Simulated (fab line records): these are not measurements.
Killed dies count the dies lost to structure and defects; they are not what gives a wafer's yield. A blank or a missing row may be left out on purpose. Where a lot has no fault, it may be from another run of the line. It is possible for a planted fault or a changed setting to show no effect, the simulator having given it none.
Matching of chambers ; flow nandHarc ; NHARC_P_M2_DESCUM_14 on rieDiel-05: 4 sister chambers
The step chemistry O2, time 3 s. 4 wafers are shown with their chamber, then 12 later ones without.

== WAFERS, EACH WITH ITS CHAMBER ==
wafer;chamber;drypumpMotorCurrentA (A)
L092.1;3;5.33
L094.1;2;5.76
L094.2;1;5.41
L094.4;0;5.73

== WAFERS WHOSE CHAMBER IS MISSING ==
wafer;drypumpMotorCurrentA (A)
L095.2;5.43
L095.3;5.69
L095.6;5.40
L095.1;5.76
L095.4;5.68
L095.5;5.74
L096.1;5.36
L096.2;5.39
L096.6;5.74
L097.2;5.78
L097.3;5.33
L097.6;5.76

== EACH ONE'S CHAMBER ==
wafer;from the rows above;in truth
L095.2;1;1
L095.3;can't be placed: 0 or 2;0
L095.6;1;1
L095.1;can't be placed: 2 or 0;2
L095.4;can't be placed: 0 or 2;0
L095.5;can't be placed: 0 or 2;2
L096.1;can't be placed: 3 or 1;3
L096.2;can't be placed: 1 or 3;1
L096.6;can't be placed: 0 or 2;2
L097.2;can't be placed: 2 or 0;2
L097.3;3;3
L097.6;can't be placed: 2 or 0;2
Correctly placed: 3 of 12. These rows do not allow placing 9 (true chamber among the candidates in 9). Number placed wrongly: 0.
How it was worked out, from the rows above alone: a wafer's distance from a chamber is the root of the sum, over the readings, of the square of ((its reading less the chamber's mean) divided by the reading's scatter). If the next closest chamber is less than 2 further off than the closest, the wafer can't be placed; otherwise it belongs to the closest. The mean given for a chamber averages the wafers shown for that chamber. The scatter: with one shown wafer a chamber, the root of the mean of the squares of how far each hidden wafer lies from its nearest shown one.
